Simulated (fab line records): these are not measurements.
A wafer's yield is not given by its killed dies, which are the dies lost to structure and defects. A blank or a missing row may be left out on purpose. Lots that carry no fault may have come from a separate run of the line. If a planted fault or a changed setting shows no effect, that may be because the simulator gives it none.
What tool caused it? / flow nand_harc / 11 lots, 33 wafers sampled, at 6 steps of a route of 1302

WHAT EACH GAUGE READ, for each wafer
NHARC_A_ONON_D1_THK_MEAS_34: measures by ellipsometry. Usual: thk_nm at 200.0 nm, with a standard deviation of 2.7.
lot=L114; measured=day 8 12:00; on=film_metro-02; thk_nm (nm)=199.2 200.2 203.4; flag=
lot=L116; measured=day 9 16:29; on=film_metro-01; thk_nm (nm)=196.6 192.9 198.9; flag=
lot=L118; measured=day 10 07:09; on=film_metro-01; thk_nm (nm)=199.1 197.9 201.5; flag=
lot=L119; measured=day 11 01:55; on=film_metro-02; thk_nm (nm)=201.6 201.3 203.9; flag=
lot=L121; measured=day 12 00:23; on=film_metro-02; thk_nm (nm)=198.0 205.4 201.7; flag=
lot=L125; measured=day 13 05:22; on=film_metro-02; thk_nm (nm)=201.0 204.0 201.1; flag=
lot=L124; measured=day 13 05:23; on=film_metro-01; thk_nm (nm)=197.5 199.9 202.8; flag=
lot=L126; measured=day 13 13:22; on=film_metro-01; thk_nm (nm)=197.6 203.2 200.3; flag=
lot=L132; measured=day 16 01:10; on=film_metro-01; thk_nm (nm)=198.9 195.1 199.1; flag=
lot=L135; measured=day 17 08:56; on=film_metro-01; thk_nm (nm)=200.4 194.5 203.2; flag=
lot=L136; measured=day 17 22:02; on=film_metro-01; thk_nm (nm)=197.4 198.6 200.5; flag=

NHARC_A_CHANNEL_HOLE_D1_INSPECT_40. Usual: raw_defect_count at 79, with a standard deviation of 25.
lot=L114; measured=day 9 01:08; on=defect_inspect-02; raw_defect_count=91 125 100; flag=
lot=L116; measured=day 10 08:18; on=defect_inspect-02; raw_defect_count=53 58 61; flag=
lot=L118; measured=day 10 18:36; on=defect_inspect-02; raw_defect_count=54 50 62; flag=
lot=L119; measured=day 11 11:47; on=defect_inspect-01; raw_defect_count=87 89 110; flag=
lot=L121; measured=day 12 12:08; on=defect_inspect-02; raw_defect_count=113 97 102; flag=
lot=L125; measured=day 13 15:14; on=defect_inspect-02; raw_defect_count=64 77 77; flag=
lot=L124; measured=day 13 17:02; on=defect_inspect-02; raw_defect_count=680 738 638 680 742 649; flag=OFF
lot=L126; measured=day 14 00:41; on=defect_inspect-02; raw_defect_count=701 749 766 712 757 761; flag=OFF
lot=L132; measured=day 16 11:40; on=defect_inspect-01; raw_defect_count=46 48 54; flag=
lot=L135; measured=day 17 18:47; on=defect_inspect-01; raw_defect_count=80 79 66; flag=
lot=L136; measured=day 18 10:40; on=defect_inspect-02; raw_defect_count=46 64 84; flag=

NHARC_END_SORT_01. Usual: killed_at_array 59, standard deviation 19; killed_at_other 0.6, standard deviation 0.85; killed_at_periphery 3.8, standard deviation 2.5; killed_dies 64, standard deviation 19; killed_open 3.3, standard deviation 1.8; killed_short 2.2, standard deviation 1.6.
lot=L124; measured=day 29 09:43; on=prober-02; killed_at_array=116 90 84; killed_at_other=0 0 0; killed_at_periphery=5 9 5; killed_dies=121 99 89; killed_open=2 0 7; killed_short=2 6 0; flag=
lot=L126; measured=day 30 04:56; on=prober-02; killed_at_array=138 100 105; killed_at_other=0 0 0; killed_at_periphery=3 2 4; killed_dies=141 102 109; killed_open=4 5 3; killed_short=0 2 3; flag=

TOOL THAT RAN EACH LOT (tool first, then ch and the chambers of the sampled wafers, then the start)
lot=L114; NHARC_A_CHANNEL_HOLE_D1_ETCH_33=har_etch-02 ch 0,1, day 8 20:20; NHARC_A_CHANNEL_HOLE_D1_ETCH_44=rie_diel-02 ch 0,1,3, day 9 00:08; NHARC_A_CHANNEL_HOLE_D1_STRIP_27=rie_diel-02 ch 1,2, day 9 01:08 or earlier
lot=L116; NHARC_A_CHANNEL_HOLE_D1_ETCH_33=har_etch-01 ch 0,1, day 10 06:34; NHARC_A_CHANNEL_HOLE_D1_ETCH_44=rie_diel-10 ch 1,2, day 10 07:19; NHARC_A_CHANNEL_HOLE_D1_STRIP_27=rie_diel-10 ch 2,3, day 10 08:18 or earlier
lot=L118; NHARC_A_CHANNEL_HOLE_D1_ETCH_33=har_etch-01 ch 0,1, day 10 16:52; NHARC_A_CHANNEL_HOLE_D1_ETCH_44=rie_diel-10 ch 0,2,3, day 10 17:37; NHARC_A_CHANNEL_HOLE_D1_STRIP_27=rie_diel-10 ch 1,2,3, day 10 18:36 or earlier
lot=L119; NHARC_A_CHANNEL_HOLE_D1_ETCH_33=har_etch-02 ch 0,1, day 11 10:03; NHARC_A_CHANNEL_HOLE_D1_ETCH_44=rie_diel-02 ch 0,1, day 11 10:48; NHARC_A_CHANNEL_HOLE_D1_STRIP_27=rie_diel-02 ch 0,2,3, day 11 11:47 or earlier
lot=L121; NHARC_A_CHANNEL_HOLE_D1_ETCH_33=har_etch-02 ch 0,1, day 12 10:18; NHARC_A_CHANNEL_HOLE_D1_ETCH_44=rie_diel-10 ch 2,3, day 12 11:01; NHARC_A_CHANNEL_HOLE_D1_STRIP_27=rie_diel-10 ch 2,3, day 12 12:08 or earlier
lot=L125; NHARC_A_CHANNEL_HOLE_D1_ETCH_33=har_etch-01 ch 0,1, day 13 13:34; NHARC_A_CHANNEL_HOLE_D1_ETCH_44=rie_diel-08 ch 2,3, day 13 14:15; NHARC_A_CHANNEL_HOLE_D1_STRIP_27=rie_diel-08 ch 0,2,3, day 13 15:14 or earlier
lot=L124; NHARC_A_CHANNEL_HOLE_D1_ETCH_33=har_etch-02 ch 0,1, day 13 14:39; NHARC_A_CHANNEL_HOLE_D1_ETCH_44=rie_diel-08 ch 1,2, day 13 15:44; NHARC_A_CHANNEL_HOLE_D1_STRIP_27=rie_diel-08 ch 0,3, day 13 17:02 or earlier
lot=L126; NHARC_A_CHANNEL_HOLE_D1_ETCH_33=har_etch-02 ch 0,1, day 13 22:34; NHARC_A_CHANNEL_HOLE_D1_ETCH_44=rie_diel-02 ch 1,3, day 13 23:22; NHARC_A_CHANNEL_HOLE_D1_STRIP_27=rie_diel-02 ch 1,3, day 13 23:41
lot=L132; NHARC_A_CHANNEL_HOLE_D1_ETCH_33=har_etch-01 ch 0,1, day 16 09:47; NHARC_A_CHANNEL_HOLE_D1_ETCH_44=rie_diel-10 ch 0,2, day 16 10:34; NHARC_A_CHANNEL_HOLE_D1_STRIP_27=rie_diel-10 ch 0,1,2, day 16 11:40 or earlier
lot=L135; NHARC_A_CHANNEL_HOLE_D1_ETCH_33=har_etch-01 ch 0,1, day 17 17:04; NHARC_A_CHANNEL_HOLE_D1_ETCH_44=rie_diel-10 ch 0,1,2, day 17 17:49; NHARC_A_CHANNEL_HOLE_D1_STRIP_27=rie_diel-10 ch 0,2,3, day 17 18:47 or earlier
lot=L136; NHARC_A_CHANNEL_HOLE_D1_ETCH_33=har_etch-01 ch 0,1, day 18 08:58; NHARC_A_CHANNEL_HOLE_D1_ETCH_44=rie_diel-08 ch 0,2, day 18 09:42; NHARC_A_CHANNEL_HOLE_D1_STRIP_27=rie_diel-08 ch 0,2,3, day 18 10:40 or earlier
- NHARC_A_CHANNEL_HOLE_D1_ETCH_33: etches the open film in C4F8/O2/Ar, time 90 s, target depth 400 nm.
- NHARC_A_CHANNEL_HOLE_D1_ETCH_44: etches the open film in CF4/O2, target depth 140 nm, overetch 14 nm, time 77 s.
- NHARC_A_CHANNEL_HOLE_D1_STRIP_27: strips in O2.

AS READ BY THE TOOLS THEMSELVES (means over the sampled wafers that have a number; for cases with no such wafer, the mark the record gives instead)
NHARC_A_CHANNEL_HOLE_D1_ETCH_33. Usual: drypump_motor_current_A 5.6 A, standard deviation 0.41; showerhead_plenum_p_Torr 3.59 Torr, standard deviation 0.047; throttle_valve_pct 27.619 %, standard deviation 0.0088.
lot=L114; tool=har_etch-02; drypump_motor_current_A (A)=5.4; showerhead_plenum_p_Torr (Torr)=3.63; throttle_valve_pct (%)=27.616; flag=
lot=L116; tool=har_etch-01; drypump_motor_current_A (A)=5.5; showerhead_plenum_p_Torr (Torr)=3.60; throttle_valve_pct (%)=27.625; flag=
lot=L118; tool=har_etch-01; drypump_motor_current_A (A)=5.8; showerhead_plenum_p_Torr (Torr)=3.60; throttle_valve_pct (%)=27.619; flag=
lot=L119; tool=har_etch-02; drypump_motor_current_A (A)=5.5; showerhead_plenum_p_Torr (Torr)=3.64; throttle_valve_pct (%)=27.620; flag=
lot=L121; tool=har_etch-02; drypump_motor_current_A (A)=5.4; showerhead_plenum_p_Torr (Torr)=3.60; throttle_valve_pct (%)=27.629; flag=
lot=L125; tool=har_etch-01; drypump_motor_current_A (A)=5.8; showerhead_plenum_p_Torr (Torr)=3.58; throttle_valve_pct (%)=27.614; flag=
lot=L124; tool=har_etch-02; drypump_motor_current_A (A)=5.4; showerhead_plenum_p_Torr (Torr)=3.59; throttle_valve_pct (%)=27.618; flag=
lot=L126; tool=har_etch-02; drypump_motor_current_A (A)=5.4; showerhead_plenum_p_Torr (Torr)=3.59; throttle_valve_pct (%)=27.617; flag=
lot=L132; tool=har_etch-01; drypump_motor_current_A (A)=5.5; showerhead_plenum_p_Torr (Torr)=3.56; throttle_valve_pct (%)=27.616; flag=
lot=L135; tool=har_etch-01; drypump_motor_current_A (A)=5.8; showerhead_plenum_p_Torr (Torr)=3.55; throttle_valve_pct (%)=27.618; flag=
lot=L136; tool=har_etch-01; drypump_motor_current_A (A)=5.5; showerhead_plenum_p_Torr (Torr)=3.54; throttle_valve_pct (%)=27.627; flag=

NHARC_A_CHANNEL_HOLE_D1_ETCH_44. Usual: drypump_motor_current_A 5.7 A, standard deviation 0.34; oes_product_au 1.001 a.u., standard deviation 0.0073; rf_vpp_V 198.2 V, standard deviation 1.5; showerhead_plenum_p_Torr 1.36 Torr, standard deviation 0.059; throttle_valve_pct 13.396 %, standard deviation 0.0088.
lot=L114; tool=rie_diel-02; drypump_motor_current_A (A)=5.7; oes_product_au (a.u.)=0.995; rf_vpp_V (V)=197.6; showerhead_plenum_p_Torr (Torr)=1.34; throttle_valve_pct (%)=13.398; flag=
lot=L116; tool=rie_diel-10; drypump_motor_current_A (A)=5.6; oes_product_au (a.u.)=1.010; rf_vpp_V (V)=198.9; showerhead_plenum_p_Torr (Torr)=1.40; throttle_valve_pct (%)=13.399; flag=
lot=L118; tool=rie_diel-10; drypump_motor_current_A (A)=5.5; oes_product_au (a.u.)=1.005; rf_vpp_V (V)=199.1; showerhead_plenum_p_Torr (Torr)=1.37; throttle_valve_pct (%)=13.394; flag=
lot=L119; tool=rie_diel-02; drypump_motor_current_A (A)=5.6; oes_product_au (a.u.)=0.999; rf_vpp_V (V)=198.9; showerhead_plenum_p_Torr (Torr)=1.39; throttle_valve_pct (%)=13.392; flag=
lot=L121; tool=rie_diel-10; drypump_motor_current_A (A)=5.4; oes_product_au (a.u.)=1.010; rf_vpp_V (V)=197.8; showerhead_plenum_p_Torr (Torr)=1.34; throttle_valve_pct (%)=13.399; flag=
lot=L125; tool=rie_diel-08; drypump_motor_current_A (A)=6.1; oes_product_au (a.u.)=1.001; rf_vpp_V (V)=199.2; showerhead_plenum_p_Torr (Torr)=1.40; throttle_valve_pct (%)=13.398; flag=
lot=L124; tool=rie_diel-08; drypump_motor_current_A (A)=5.8; oes_product_au (a.u.)=1.008; rf_vpp_V (V)=197.3; showerhead_plenum_p_Torr (Torr)=1.33; throttle_valve_pct (%)=13.405; flag=
lot=L126; tool=rie_diel-02; drypump_motor_current_A (A)=5.7; oes_product_au (a.u.)=1.001; rf_vpp_V (V)=197.1; showerhead_plenum_p_Torr (Torr)=1.31; throttle_valve_pct (%)=13.392; flag=
lot=L132; tool=rie_diel-10; drypump_motor_current_A (A)=5.6; oes_product_au (a.u.)=0.994; rf_vpp_V (V)=198.9; showerhead_plenum_p_Torr (Torr)=1.40; throttle_valve_pct (%)=13.393; flag=
lot=L135; tool=rie_diel-10; drypump_motor_current_A (A)=5.6; oes_product_au (a.u.)=1.002; rf_vpp_V (V)=198.0; showerhead_plenum_p_Torr (Torr)=1.38; throttle_valve_pct (%)=13.387; flag=
lot=L136; tool=rie_diel-08; drypump_motor_current_A (A)=6.3; oes_product_au (a.u.)=0.994; rf_vpp_V (V)=197.7; showerhead_plenum_p_Torr (Torr)=1.32; throttle_valve_pct (%)=13.398; flag=

NHARC_A_CHANNEL_HOLE_D1_STRIP_27. Usual: drypump_motor_current_A 5.7 A, standard deviation 0.32; oes_product_au 1.002 a.u., standard deviation 0.0077; rf_vpp_V 57.9 V, standard deviation 0.86; showerhead_plenum_p_Torr 3.58 Torr, standard deviation 0.15; throttle_valve_pct 17.035 %, standard deviation 0.009.
lot=L114; tool=rie_diel-02; drypump_motor_current_A (A)=6.2; oes_product_au (a.u.)=1.003; rf_vpp_V (V)=57.7; showerhead_plenum_p_Torr (Torr)=3.70; throttle_valve_pct (%)=17.034; flag=
lot=L116; tool=rie_diel-10; drypump_motor_current_A (A)=5.4; oes_product_au (a.u.)=1.001; rf_vpp_V (V)=57.2; showerhead_plenum_p_Torr (Torr)=3.54; throttle_valve_pct (%)=17.041; flag=
lot=L118; tool=rie_diel-10; drypump_motor_current_A (A)=5.6; oes_product_au (a.u.)=1.000; rf_vpp_V (V)=57.9; showerhead_plenum_p_Torr (Torr)=3.57; throttle_valve_pct (%)=17.039; flag=
lot=L119; tool=rie_diel-02; drypump_motor_current_A (A)=6.1; oes_product_au (a.u.)=0.999; rf_vpp_V (V)=57.6; showerhead_plenum_p_Torr (Torr)=3.49; throttle_valve_pct (%)=17.038; flag=
lot=L121; tool=rie_diel-10; drypump_motor_current_A (A)=5.4; oes_product_au (a.u.)=1.012; rf_vpp_V (V)=57.6; showerhead_plenum_p_Torr (Torr)=3.53; throttle_valve_pct (%)=17.044; flag=
lot=L125; tool=rie_diel-08; drypump_motor_current_A (A)=6.2; oes_product_au (a.u.)=0.999; rf_vpp_V (V)=57.7; showerhead_plenum_p_Torr (Torr)=3.60; throttle_valve_pct (%)=17.034; flag=
lot=L124; tool=rie_diel-08; drypump_motor_current_A (A)=6.3; oes_product_au (a.u.)=1.001; rf_vpp_V (V)=58.0; showerhead_plenum_p_Torr (Torr)=3.56; throttle_valve_pct (%)=17.032; flag=
lot=L126; tool=rie_diel-02; drypump_motor_current_A (A)=5.6; oes_product_au (a.u.)=0.999; rf_vpp_V (V)=57.3; showerhead_plenum_p_Torr (Torr)=3.61; throttle_valve_pct (%)=17.029; flag=
lot=L132; tool=rie_diel-10; drypump_motor_current_A (A)=5.7; oes_product_au (a.u.)=0.991; rf_vpp_V (V)=57.9; showerhead_plenum_p_Torr (Torr)=3.65; throttle_valve_pct (%)=17.038; flag=
lot=L135; tool=rie_diel-10; drypump_motor_current_A (A)=5.5; oes_product_au (a.u.)=0.996; rf_vpp_V (V)=57.1; showerhead_plenum_p_Torr (Torr)=3.61; throttle_valve_pct (%)=17.032; flag=
lot=L136; tool=rie_diel-08; drypump_motor_current_A (A)=6.2; oes_product_au (a.u.)=0.999; rf_vpp_V (V)=58.4; showerhead_plenum_p_Torr (Torr)=3.58; throttle_valve_pct (%)=17.034; flag=

THE ANSWER, worked out from the rows above alone
Rule: lot off if the mean of its wafers having a number is beyond 3 standard deviations from the usual mean. Also off: a lot with no number at a reading for which 4 or more lots have one. Where the step has rows for the other lots, those lots are counted as sound. First the gauges in route order, then the tools' own readings, where a lot's mean is used as printed above. The first step at which some lot is off is used, and at that step the reading that is off furthest; a lot without a number counts as furthest.
Off: L124, L126, at NHARC_A_CHANNEL_HOLE_D1_INSPECT_40 (raw_defect_count).
If a tool, at a process step before that reading, ran all the lots that are off and no sound lot after the first of them, it fits. The gauges at NHARC_A_CHANNEL_HOLE_D1_INSPECT_40 are tried like those tools. Because NHARC_A_CHANNEL_HOLE_D1_STRIP_27 lacks a start for some lots, the hours and order of its lots are taken from NHARC_A_CHANNEL_HOLE_D1_INSPECT_40. One candidate fits, namely har_etch-02 at NHARC_A_CHANNEL_HOLE_D1_ETCH_33. Its last sound lot is L121 (day 12 10:18), its first lot that is off L124 (day 13 14:39): a fault that began between those two fits.

WHAT HAD BEEN PUT IN BY THE SIMULATOR
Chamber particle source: har_etch-02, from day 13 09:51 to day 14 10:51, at NHARC_A_CHANNEL_HOLE_D1_ETCH_33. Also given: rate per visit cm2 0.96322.
Lots struck among those shown: L124, L126. The rule above found the same.
